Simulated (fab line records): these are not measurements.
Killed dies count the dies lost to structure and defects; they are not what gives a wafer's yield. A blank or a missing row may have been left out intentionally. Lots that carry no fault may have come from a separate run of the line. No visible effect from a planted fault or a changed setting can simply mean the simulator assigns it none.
The tool behind it: which one? -- flow nand_harc -- 13 lots, 39 wafers sampled, at 6 steps of a route of 1302

WHAT THE GAUGES SHOWED, per wafer
NHARC_A_START_INSPECT_01.
lot,measured,on,raw_defect_count
L424,day 6 19:41,defect_inspect-01,6 3 1
L425,day 7 03:51,defect_inspect-01,4 3 6
L426,day 7 18:59,defect_inspect-01,3 3 0
L427,day 7 20:05,defect_inspect-02,2 5 5
L431,day 9 23:03,defect_inspect-01,3 6 3
L432,day 10 05:49,defect_inspect-01,7 7 4
L433,day 10 16:11,defect_inspect-01,2 6 7
L435,day 11 01:47,defect_inspect-01,2 1 3
L440,day 13 11:58,defect_inspect-02,6 3 4
L441,day 13 20:43,defect_inspect-01,2 8 4
L443,day 14 12:57,defect_inspect-01,2 4 4
L444,day 15 02:52,defect_inspect-01,0 5 5
L446,day 15 22:41,defect_inspect-02,5 3 0

NHARC_A_ONON_D1_THK_MEAS_02: measures by ellipsometry.
lot,measured,on,thk_nm (nm)
L424,day 7 21:29,film_metro-02,996 995 995
L425,day 8 03:05,film_metro-01,1005 1004 1004
L426,day 8 17:43,film_metro-02,1007 1007 1008
L427,day 8 17:42,film_metro-01,1016 1017 1017
L431,day 10 20:52,film_metro-01,981 980 981
L432,day 11 07:19,film_metro-01,1016 1015 1016
L433,day 11 14:58,film_metro-01,1107 1107 1109
L435,day 11 23:38,film_metro-02,1087 1086 1088
L440,day 14 11:34,film_metro-02,1020 1018 1018
L441,day 15 07:21,film_metro-01,998 997 998
L443,day 15 11:00,film_metro-01,1005 1006 1005
L444,day 16 01:37,film_metro-02,1006 1007 1004
L446,day 16 22:03,film_metro-01,1016 1015 1016

NHARC_A_ONON_D1_THK_MEAS_05: measures by ellipsometry.
lot,measured,on,thk_nm (nm)
L424,day 7 22:04,film_metro-02,982 982 981
L425,day 8 03:40,film_metro-01,1005 1005 1004
L426,day 8 18:23,film_metro-01,1002 1003 1001
L427,day 8 18:16,film_metro-02,1020 1019 1019
L431,day 10 21:25,film_metro-02,989 991 991
L432,day 11 07:53,film_metro-01,1010 1012 1012
L433,day 11 15:32,film_metro-02,1003 1004 1003
L435,day 12 00:12,film_metro-01,993 993 993
L440,day 14 12:08,film_metro-01,1005 1004 1005
L441,day 15 07:55,film_metro-02,988 987 988
L443,day 15 11:34,film_metro-01,1022 1022 1022
L444,day 16 02:11,film_metro-01,987 986 987
L446,day 16 22:38,film_metro-01,990 989 990

NHARC_END_SORT_01.
lot,measured,on,killed_at_array,killed_at_other,killed_at_periphery,killed_dies,killed_open,killed_short
L424,day 25 05:26,prober-01,62 54 85,1 7 5,2 2 2,65 63 92,5 0 3,3 4 4
L425,day 24 20:49,prober-01,50 53 51,0 0 0,4 2 2,54 55 53,1 2 1,3 4 1
L426,day 25 08:30,prober-02,69 63 63,0 1 0,8 3 0,77 67 63,1 0 3,4 2 0
L427,day 24 20:53,prober-02,62 73 66,3 2 0,3 3 1,68 78 67,2 2 0,2 1 2
L431,day 27 17:59,prober-01,54 60 65,0 0 0,10 3 7,64 63 72,9 4 6,5 2 1
L432,day 28 17:59,prober-02,62 60 69,3 1 0,3 1 3,68 62 72,3 2 3,1 2 2
L433,day 28 09:22,prober-02,44 43 33,0 0 0,2 2 1,46 45 34,3 4 0,1 0 1
L435,day 28 18:42,prober-01,52 59 42,2 0 3,6 7 1,60 66 46,1 3 1,7 1 1
L440,day 30 13:36,prober-02,23 22 18,0 0 2,3 6 8,26 28 28,1 2 5,1 3 4
L441,day 32 03:44,prober-01,94 102 93,3 1 0,1 2 4,98 105 97,4 1 2,1 1 2
L443,day 31 19:51,prober-01,51 52 54,0 1 0,5 4 3,56 57 57,3 7 4,3 2 1
L444,day 32 11:31,prober-02,67 69 57,2 1 0,10 2 0,79 72 57,4 1 3,4 3 2
L446,day 33 09:22,prober-02,58 61 55,1 0 1,3 0 3,62 61 59,4 7 4,5 0 1

WHICH TOOL RAN EACH LOT (tool, then ch and the chambers of the sampled wafers, then the start)
lot,NHARC_A_ZERO_WELL_ETCH_13,NHARC_A_ONON_D1_DEP_00
L424,"rie_si-02 ch 0,3, day 6 20:45","pecvd_onon-02 ch 0, day 7 21:02"
L425,"rie_si-01 ch 1,2, day 7 05:03","pecvd_onon-02 ch 0, day 8 02:35"
L426,"rie_si-05 ch 1,2,3, day 7 20:11","pecvd_onon-01 ch 0, day 8 17:16"
L427,"rie_si-02 ch 0,1, day 7 21:10","pecvd_onon-04 ch 0, day 8 17:11"
L431,"rie_si-02 ch 1,2, day 10 00:08","pecvd_onon-01 ch 0, day 10 20:25"
L432,"rie_si-02 ch 1,2,3, day 10 07:04","pecvd_onon-04 ch 0, day 11 06:52"
L433,"rie_si-01 ch 0,1, day 10 17:24","pecvd_onon-02 ch 0, day 11 14:28"
L435,"rie_si-02 ch 0,3, day 11 02:52","pecvd_onon-02 ch 0, day 11 23:14"
L440,"rie_si-05 ch 0,1,2, day 13 13:10","pecvd_onon-02 ch 0, day 14 11:04"
L441,"rie_si-02 ch 0,1, day 13 21:55","pecvd_onon-02 ch 0, day 15 06:53"
L443,"rie_si-02 ch 0,2, day 14 14:09","pecvd_onon-02 ch 0, day 15 10:33"
L444,"rie_si-01 ch 1,2,3, day 15 04:04","pecvd_onon-02 ch 0, day 16 01:07"
L446,"rie_si-02 ch 1,2, day 15 23:53","pecvd_onon-02 ch 0, day 16 21:32"
- NHARC_A_ZERO_WELL_ETCH_13: etches the open film in HBr/Cl2, target depth 120 nm, time 40.1 s.
- NHARC_A_ONON_D1_DEP_00: target thk 1000 nm.

WHAT THE TOOLS THEMSELVES READ (means of the sampled wafers that have a number; where no wafer has one, the mark that the record gives instead)
NHARC_A_ZERO_WELL_ETCH_13.
lot,tool,drypump_motor_current_A (A),oes_product_au (a.u.),rf_fwd_power_W (W),throttle_valve_pct (%)
L424,rie_si-02,5.9,1.006,392.1,26.403
L425,rie_si-01,5.4,0.992,393.4,26.412
L426,rie_si-05,6.2,0.998,395.9,26.415
L427,rie_si-02,5.3,0.989,393.0,26.402
L431,rie_si-02,5.5,1.006,395.3,26.398
L432,rie_si-02,5.9,0.994,394.1,26.404
L433,rie_si-01,5.8,1.000,394.4,26.402
L435,rie_si-02,6.3,0.999,390.8,26.414
L440,rie_si-05,6.1,0.992,395.9,26.396
L441,rie_si-02,5.4,1.001,394.5,26.404
L443,rie_si-02,5.6,1.004,392.4,26.408
L444,rie_si-01,5.8,0.996,394.8,26.404
L446,rie_si-02,5.4,0.995,394.6,26.408

THE ANSWER, worked out from the rows above alone
Rule: the usual values come from the lots themselves. The widest of any qualifying gaps counts: lots, ordered by their means at a reading, are off when they make up no more than a third of the lots, leave a main group of 4 or more, and stand apart from it by 3 or more times the standard deviation of that group's means. A main group whose means are all the same, to the digits that the tables above print for the reading, isn't used. A lot without any number at a reading at which 4 lots or more have one is off too. Where the step has rows for the other lots, those lots are counted as sound. The gauges are gone through in route order, then the tools' own readings, and for those a lot's mean is taken as printed above. The first step at which some lot is off is used, and at that step the reading that is off furthest; a lot without a number counts as furthest.
Off, at NHARC_A_ONON_D1_THK_MEAS_02 on thk_nm: L433, L435. For the main group the mean is 1006 nm and the standard deviation 11.
If a tool, at a process step before that reading, ran all the lots that are off and no sound lot after the first of them, it fits. The gauges at NHARC_A_ONON_D1_THK_MEAS_02 are tried like those tools. No candidate that was tried fits.

WHAT THE SIMULATOR PUT IN
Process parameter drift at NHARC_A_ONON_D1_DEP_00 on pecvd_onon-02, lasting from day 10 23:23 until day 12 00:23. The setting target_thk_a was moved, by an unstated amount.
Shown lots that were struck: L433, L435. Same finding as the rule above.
